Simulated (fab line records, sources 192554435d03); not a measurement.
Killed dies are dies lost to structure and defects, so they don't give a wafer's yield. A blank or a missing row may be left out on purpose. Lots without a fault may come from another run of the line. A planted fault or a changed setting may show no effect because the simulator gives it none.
Chamber matching | flow n5_finfet | N5_BEOL_M3_DESCUM_16 on rie_diel-06: 4 sister chambers
The step chemistry O2, time 7 s. 20 wafers are shown with their chamber, then 10 later ones without.

WAFERS WITH THEIR CHAMBER
wafer  | chamber | showerhead_plenum_p_Torr (Torr) | drypump_motor_current_A (A) | oes_product_au (a.u.)
L076.2 | 1       | 2.11                            | 5.4                         | 0.86
L076.3 | 3       | 2.01                            | 5.2                         | 0.73
L076.4 | 2       | 2.02                            | 6.1                         | 0.91
L077.3 | 3       | 2.01                            | 5.2                         | 0.72
L077.4 | 0       | 2.19                            | 5.9                         | 0.74
L077.5 | 0       | 2.19                            | 5.9                         | 0.73
L080.1 | 2       | 2.02                            | 6.2                         | 0.89
L080.2 | 1       | 2.10                            | 5.4                         | 0.84
L080.5 | 1       | 2.10                            | 5.4                         | 0.83
L082.1 | 2       | 2.02                            | 6.1                         | 0.86
L082.4 | 0       | 2.19                            | 5.9                         | 0.72
L082.5 | 1       | 2.10                            | 5.4                         | 0.84
L084.3 | 2       | 2.02                            | 6.2                         | 0.88
L084.4 | 1       | 2.10                            | 5.4                         | 0.83
L084.6 | 3       | 2.01                            | 5.2                         | 0.71
L085.1 | 2       | 2.02                            | 6.2                         | 0.87
L085.3 | 0       | 2.18                            | 5.9                         | 0.72
L085.5 | 1       | 2.10                            | 5.4                         | 0.83
L088.1 | 0       | 2.18                            | 5.9                         | 0.72
L088.2 | 3       | 2.01                            | 5.2                         | 0.71

SIGNATURES (means of the wafers above)
reading                  | chamber 0 | chamber 1 | chamber 2 | chamber 3 | scatter within a chamber
showerhead_plenum_p_Torr | 2.1860    | 2.1017    | 2.0200    | 2.0100    | 0.00356
drypump_motor_current_A  | 5.900     | 5.400     | 6.160     | 5.200     | 0.0274
oes_product_au           | 0.7260    | 0.8383    | 0.8820    | 0.7175    | 0.0131
Rule: a wafer's distance from a chamber is the root of the sum, over the readings, of the square of ((its reading less the chamber's mean) divided by the reading's scatter). The wafer belongs to the nearest chamber; if the next one is less than 2 further off, it can't be placed. The scatter: the root of (the sum of the squares of (reading less its chamber's mean) over the shown wafers, divided by (wafers less chambers)).

WAFERS WITHOUT THEIR CHAMBER
wafer  | showerhead_plenum_p_Torr (Torr) | drypump_motor_current_A (A) | oes_product_au (a.u.)
L088.5 | 2.10                            | 5.4                         | 0.82
L091.2 | 2.02                            | 6.1                         | 0.86
L091.3 | 2.18                            | 5.9                         | 0.72
L091.5 | 2.02                            | 6.2                         | 0.85
L092.1 | 2.00                            | 5.2                         | 0.70
L092.4 | 2.10                            | 5.4                         | 0.81
L092.6 | 2.10                            | 5.4                         | 0.82
L097.3 | 2.09                            | 5.4                         | 0.80
L097.4 | 2.18                            | 5.9                         | 0.71
L097.6 | 2.18                            | 5.9                         | 0.71

WHICH CHAMBER EACH WENT THROUGH
wafer  | from the rows above | in truth
L088.5 | 1                   | 1
L091.2 | 2                   | 2
L091.3 | 0                   | 0
L091.5 | 2                   | 2
L092.1 | 3                   | 3
L092.4 | 1                   | 1
L092.6 | 1                   | 1
L097.3 | 1                   | 1
L097.4 | 0                   | 0
L097.6 | 0                   | 0
Placed correctly: 10 of 10. Can't be placed from these rows: 0. Placed wrongly: 0.
